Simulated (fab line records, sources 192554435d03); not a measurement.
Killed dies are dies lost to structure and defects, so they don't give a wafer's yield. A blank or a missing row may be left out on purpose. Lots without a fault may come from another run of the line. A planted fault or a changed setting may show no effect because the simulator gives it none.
Split-lot experiment | flow n5_finfet | 7 lots, 39 wafers read, on a route of 1938 steps

THE SPLIT
At N5_BEOL_M7_TRENCH_ETCH_37 (etches SiCOH lowk in C4F6/O2, target depth 93.478 nm, time 31.2 s), the setting time_s was moved away from the recipe's 31.2 s on 12 of the 39 wafers read, by -58.9% to -42.4%. The other wafers ran this setting at the recipe's value.

FROM THE SPLIT TO THE READING: what the file shows between them, 11 steps
- N5_BEOL_M7_ETCH_41: etches SiCN in CH3F/O2, target depth 31.9 nm, time 57.8 s
- N5_BEOL_M7_STRIP_80: strips in N2/H2, time 10 s
- N5_BEOL_M7_OCD_MEAS_38
- N5_BEOL_M7_HM_STRIP_39: strips TiN in peroxide tin strip, target depth 25 nm, time 158 s
- N5_BEOL_M7_SRD_40: time 30 s
- N5_BEOL_M7_ECD_50: material Cu, target thk 300 nm
- N5_BEOL_M7_ANNEAL_51: time 90 s
- N5_BEOL_M7_CMP_52: polishes, stops on SiCOH lowk, t overpolish 6.9 s, target thk 80 nm
- N5_BEOL_M7_THK_MEAS_53: measures by xrf
- N5_BEOL_M7_PRE_CLEAN_55: time 15 s
- N5_BEOL_M7_DEP_56: deposits SiCN from 3MS/NH3, target thk 10 nm, time 17.5 s

THE READING
M7_RS, in ohm/sq, at N5_BEOL_M7_RS_MEAS_57 (measures by four-point-probe). Fault-free wafers of this fab line usually give 0.284 ohm/sq, standard deviation 0.0097 ohm/sq.

wafer  | tool, chamber at the split | time_s as run, s | against the recipe | M7_RS, ohm/sq | against lot-mates on the recipe
L078.1 | rie_diel-04, 1             | 31.2             | recipe             | 0.292         | -
L078.2 | rie_diel-04, 0             | 31.2             | recipe             | 0.301         | -
L078.3 | rie_diel-04, 2             | 31.2             | recipe             | 0.299         | -
L078.4 | rie_diel-04, 0             | 31.2             | recipe             | 0.293         | -
L078.5 | rie_diel-04, 1             | 31.2             | recipe             | 0.295         | -
L078.6 | rie_diel-04, 2             | 31.2             | recipe             | 0.289         | -
L085.1 | rie_diel-05, 3             | 17.96            | -42.4%             | 0.677         | +0.382
L085.2 | rie_diel-05, 2             | 17.96            | -42.4%             | 0.685         | +0.390
L085.3 | rie_diel-05, 1             | 31.2             | recipe             | 0.305         | -
L085.4 | rie_diel-05, 0             | 17.96            | -42.4%             | 0.655         | +0.360
L085.5 | rie_diel-05, 0             | 31.2             | recipe             | 0.284         | -
L085.6 | rie_diel-05, 3             | 31.2             | recipe             | 0.296         | -
L086.1 | rie_diel-05, 2             | 31.2             | recipe             | 0.285         | -
L086.2 | rie_diel-05, 3             | 14.15            | -54.6%             | 0.972         | +0.682
L086.3 | rie_diel-05, 1             | 31.2             | recipe             | 0.294         | -
L086.4 | rie_diel-05, 0             | 14.15            | -54.6%             | 0.959         | +0.669
L086.5 | rie_diel-05, 0             | 14.15            | -54.6%             | 0.983         | +0.693
L086.6 | rie_diel-05, 1             | 31.2             | recipe             | 0.292         | -
L090.1 | rie_diel-05, 1             | 31.2             | recipe             | 0.287         | -
L090.2 | rie_diel-05, 3             | 31.2             | recipe             | 0.284         | -
L090.3 | rie_diel-05, 2             | 31.2             | recipe             | 0.285         | -
L090.4 | rie_diel-05, 2             | 31.2             | recipe             | 0.277         | -
L090.5 | rie_diel-05, 3             | 31.2             | recipe             | 0.290         | -
L090.6 | rie_diel-05, 1             | 31.2             | recipe             | 0.288         | -
L089.1 | rie_diel-04, 1             | 12.81            | -58.9%             | 1.175         | +0.892
L089.2 | rie_diel-04, 2             | 31.2             | recipe             | 0.284         | -
L089.3 | rie_diel-04, 0             | 12.81            | -58.9%             | 1.260         | +0.977
L089.4 | rie_diel-04, 3             | 31.2             | recipe             | 0.282         | -
L089.5 | rie_diel-04, 3             | 12.81            | -58.9%             | 1.239         | +0.956
L089.6 | rie_diel-04, 0             | 31.2             | recipe             | 0.284         | -
L093.1 | rie_diel-01, 0             | 14.29            | -54.2%             | 1.102         | +0.820
L093.2 | rie_diel-01, 1             | 14.29            | -54.2%             | 0.993         | +0.711
L093.3 | rie_diel-01, 3             | 14.29            | -54.2%             | 0.937         | +0.655
L093.4 | rie_diel-01, 2             | 31.2             | recipe             | 0.291         | -
L093.5 | rie_diel-01, 3             | 31.2             | recipe             | 0.266         | -
L093.6 | rie_diel-01, 2             | 31.2             | recipe             | 0.288         | -
L096.2 | rie_diel-01, 3             | 31.2             | recipe             | 0.267         | -
L096.4 | rie_diel-01, 1             | 31.2             | recipe             | 0.269         | -
L096.5 | rie_diel-01, 1             | 31.2             | recipe             | 0.275         | -

THE FIT
A straight line over all 39 wafers: M7_RS changes by -0.0133 ohm/sq for each +1% of time_s; r = -0.98; the points scatter about the line by 0.072 ohm/sq.
The same after taking each lot's own level away (the mean of its wafers on the recipe; 39 wafers): -0.0133 ohm/sq for each +1%; r = -0.98; scatter 0.074 ohm/sq.
On that fit, the largest move of time_s shifts the reading by 0.79 ohm/sq.
The lots' own levels span 0.2703 to 0.2950 ohm/sq, that is 2.5 times the standard deviation above.
So the lot-to-lot level changes the slope little: the two slopes agree.
Check: with one of the wafers moved furthest among these (-58.9%) left out of the fit, the line predicts +0.768 ohm/sq for it against its lot-mates. It came out at +0.892 ohm/sq against them.

OTHER SPLITS ON THESE WAFERS
These wafers also went through other splits before the reading. Each is held against what the fit with the lots' levels taken away leaves over:
other split on the same wafers    | wafers away from the commonest value | r with M7_RS (lot level and that fit taken away)
N5_BEOL_M3_ETCH_41 target_depth_a | 15                                   | -0.42

THE WHOLE CHAIN: every reading that the file lists as answering this split, in the file's order
step                      | what it does                                                        | reading                                                                          | change (the file's fit)                | r (the file's)
N5_BEOL_M7_TRENCH_ETCH_37 | etches SiCOH lowk in C4F6/O2, target depth 93.478 nm, time 31.2 s   | BEOL_M7.feature_depth_nm (the simulator's own value, which no gauge read)        | +0.925 nm for each +1% of the setting  | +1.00
N5_BEOL_M7_TRENCH_ETCH_37 | etches SiCOH lowk in C4F6/O2, target depth 93.478 nm, time 31.2 s   | etch.depth_nm (the simulator's own value, which no gauge read)                   | +0.925 nm for each +1% of the setting  | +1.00
N5_BEOL_M7_TRENCH_ETCH_37 | etches SiCOH lowk in C4F6/O2, target depth 93.478 nm, time 31.2 s   | TiN_of_BEOL_M7_HM_DEP_02.thk_nm (the simulator's own value, which no gauge read) | -0.0257 nm for each +1% of the setting | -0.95
N5_BEOL_M7_OCD_MEAS_38    |                                                                     | trench_depth_nm                                                                  | +0.926 nm for each +1% of the setting  | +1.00
N5_BEOL_M7_CMP_52         | polishes, stops on SiCOH lowk, t overpolish 6.9 s, target thk 80 nm | Cu_of_BEOL_M7_ECD_50.thk_nm (the simulator's own value, which no gauge read)     | +0.923 nm for each +1% of the setting  | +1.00
N5_BEOL_M7_THK_MEAS_53    | measures by xrf                                                     | M7_THK                                                                           | +0.956 for each +1% of the setting     | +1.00
N5_BEOL_M7_RS_MEAS_57     | measures by four-point-probe                                        | M7_RS                                                                            | -0.0132 for each +1% of the setting    | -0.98

THE FILE'S OWN FIT
M7_RS changes by -0.0132 ohm/sq for each +1% of time_s, r = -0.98.
